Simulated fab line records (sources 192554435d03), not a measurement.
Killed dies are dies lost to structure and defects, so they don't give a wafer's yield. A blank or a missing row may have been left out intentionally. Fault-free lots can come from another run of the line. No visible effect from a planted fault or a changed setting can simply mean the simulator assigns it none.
Problem report in the 8D (eight disciplines) form, filled by code	flow n5Finfet	the parts of the form that need people (team, actions taken, sign-off) are left out

## 1. PROBLEM STATEMENT
Wafers without a fault read 1500.1 rpm, standard deviation 0.92; spinSpeedRpm at N5_FIN_CUT_COAT_02 reads a mean of 1381.5 rpm on 6 wafers belonging to 2 lots. That is -99 or more standard deviations from the usual mean.
The step: resist thk 30 nm.
Earliest sighting: wafer L899.1 on lithoTrack-05 at day 5 16:10. At this step, 12 wafers from 4 lots have a number in the record. The rule behind "out" and "out of limits": a value lying over 4 standard deviations away from the usual mean. All remaining wafers that have a number are taken as sound.

## 2. WHAT IT IS, WHAT IT ISN'T
question	is	is not
which readings at this step	spinSpeedRpm	-
which lots	L899, L900	L889, L906
which wafers of those lots	all that have a number	-
read on which tools	lithoTrack-05	lithoTrack-04
when	from day 5 16:10	up to then (3 sound wafers); but 3 sound wafers of L906 came after

## 3. THE SUSPECTS, EACH WITH WHAT RULES IT OUT
Counting: a tool stays on the suspect list if, at a process step up to the reading, it processed all lots that are out and no sound lot following the first of them.
- lithoTrack-05 at N5_FIN_CUT_COAT_02 (resist thk 30 nm): kept. All lots that are out passed through it, beginning with L899 at day 5 16:10, and no sound lot followed; its final sound lot before that point was L889 at day 3 03:53. Out on those wafers are its own readings of spinSpeedRpm.
The count leaves lithoTrack-05 at N5_FIN_CUT_COAT_02.

## 4. THE CAUSE (what the simulator had put in)
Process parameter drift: lithoTrack-05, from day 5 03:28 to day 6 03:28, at N5_FIN_CUT_COAT_02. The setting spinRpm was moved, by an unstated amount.
Counting left only this tool.

## 5. SEQUENCE OF EFFECTS, ordered by route
Rows list readings where the struck wafers' mean (over those with a number) sits beyond 3 standard deviations from the usual. Only readings whose record carries a usual standard deviation are examined. hours: median over the lots of the time between each lot's start at the first step of this table that gives one and its start at this step. sigmas: the change, counted in usual standard deviations.
hours	step	reading	usual	on struck wafers	change	sigmas
0	N5_FIN_CUT_COAT_02	spinSpeedRpm	1500.1 rpm	1381.5	-118.6	-99 or more
It contains these process steps:
- N5_FIN_CUT_COAT_02: resist thk 30 nm.
At these later measuring or inspecting steps, every struck wafer for which the step has a row has a number for every such reading, and none has moved that far: N5_BEOL_M4_RC_MEAS_101.

## 6. HOW IT WOULD HAVE BEEN CAUGHT EARLIER
In this record no reading fell out of limits until day 5 16:10, 13 hours after the fault had begun at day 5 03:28.
